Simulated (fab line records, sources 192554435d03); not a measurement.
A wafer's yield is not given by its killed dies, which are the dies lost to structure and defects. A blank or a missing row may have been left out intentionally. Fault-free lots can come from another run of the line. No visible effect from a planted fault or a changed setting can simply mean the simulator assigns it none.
A struck lot beside a sound one | flow n5-finfet | 23 steps out of a route of 1938
Sound: the wafers L901.1, L901.2, L901.6. Struck: wafers L915.1, L915.3, L915.4. At the end, the cause is stated.
For every step that has rows: the tool of each side, followed by ch and its chambers, followed by its first start. Under that, the readings that differ: sound wafers | struck wafers | difference of the means | sigmas: that difference in standard deviations of wafers without a fault.
alike: same words and numbers on both sides, and readings whose means sit less than 2 such deviations apart. not compared: any withheld reading, any reading some wafer has no value for, any bound like >300 that may hide the same value, and any number with overlapping values for which the record gives no deviation.
The two part at a step that has a row with sigmas, a row that says differs or no value, or rows on one side only. Numbers that don't overlap but have no deviation are shown without sigmas and don't part them. A reading that every wafer of one side lacks parts them only if that side has two wafers or more.

first, 8 steps without rows for these wafers: N5_BEOL_M10_DEVELOP_10 (develop time 30 s); N5_BEOL_M10_DESCUM_16 (chemistry O2, time 7.9 s); N5_BEOL_M10_ETCH_61 (etches SiARC in CF4, target depth 39 nm, time 65 s); N5_BEOL_M10_ETCH_62 (etches SOC in N2/H2, target depth 110 nm, overetch 22 nm, time 165 s); N5_BEOL_M10_STRIP_68 (strips in N2/H2); N5_BEOL_M10_STRIP_67 (strips in CF4); N5_BEOL_M10_HM_OPEN_17 (chemistry Cl2/BCl3, target TiN, target depth 20 nm, overetch 6 nm); N5_BEOL_M10_STRIP_19 (strips in O2).
N5_BEOL_M10_COAT_63: time 60 s, resist thk 100 nm.
  sound on litho-track-04 ch 0, day 10 00:10; struck on litho-track-04 ch 0, day 14 10:08
  reading                                   | sound                | struck               | difference | sigmas
  spin-speed-rpm (rpm)                      | 1499.6 1501.8 1499.5 | 1234.1 1234.6 1234.6 | -265.9     | -99 or more
  model.SOC_of_BEOL_M10_COAT_63.thk-nm (nm) | 99.8 99.8 100        | 109.8 110 110        | +10.1      |
then, 9 steps without rows for these wafers: N5_BEOL_M10_COAT_64 (time 60 s, resist thk 30 nm); N5_BEOL_M10_COAT_22 (resist thk 90 nm); N5_BEOL_M10_EBR_24; N5_BEOL_M10_SOFTBAKE_23 (time 60 s); N5_BEOL_M10_EXPOSE_25 (exposes mask V9); N5_BEOL_M10_PEB_26 (peb time 60 s); N5_BEOL_M10_DEVELOP_27 (develop time 30 s); N5_BEOL_M10_DESCUM_33 (chemistry O2, time 7.9 s); N5_BEOL_M10_ETCH_65 (etches SiARC in CF4, target depth 39 nm, time 65 s).
N5_BEOL_M10_ETCH_66: etches SOC in N2/H2, target depth 120 nm, overetch 24 nm, time 180 s.
  sound on rie-diel-02 ch 0,2, day 10 00:54; struck on rie-diel-02 ch 0,1,2, day 14 10:41
  reading                  | sound             | struck          | difference | sigmas
  model.etch.depth-nm (nm) | 99.77 99.74 99.94 | 109.7 110 109.9 | +10.1      |
  alike: drypump-motor-current-A, oes-product-au, rf-vpp-V, showerhead-plenum-p-Torr, throttle-valve-pct
  not compared: rf-hours-counter-h
then, 1 step without rows for these wafers: N5_BEOL_M10_STRIP_69 (strips in N2/H2).
N5_BEOL_M10_VIA_ETCH_34: etches SiCOH lowk in C4F6/O2, target depth 184.5 nm, time 69.2 s.
  sound on rie-diel-02 ch 0,2, day 10 01:01; struck on rie-diel-02 ch 0,1,2, day 14 10:49
  reading                                   | sound        | struck            | difference | sigmas
  model.SOC_of_BEOL_M10_COAT_63.thk-nm (nm) | 91.6 91.8 92 | 101.8 102.4 101.8 | +10.2      |
  alike: drypump-motor-current-A, oes-product-au, rf-vpp-V, showerhead-plenum-p-Torr, throttle-valve-pct
  not compared: rf-hours-counter-h
then, 1 step without rows for these wafers: N5_BEOL_M10_STRIP_73 (strips in C4F6/O2).
N5_PASSIVATION_PROBE_49:
  the record has rows for the sound wafers here (prober-01, day 12 04:47) and none for the struck ones

== WHERE THEY PART ==
Earliest at N5_BEOL_M10_COAT_63; latest, in this record, at N5_PASSIVATION_PROBE_49.

WHY: what had been put in by the simulator
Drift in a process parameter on litho-track-04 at N5_BEOL_M10_COAT_63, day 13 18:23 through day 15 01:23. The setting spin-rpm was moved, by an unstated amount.
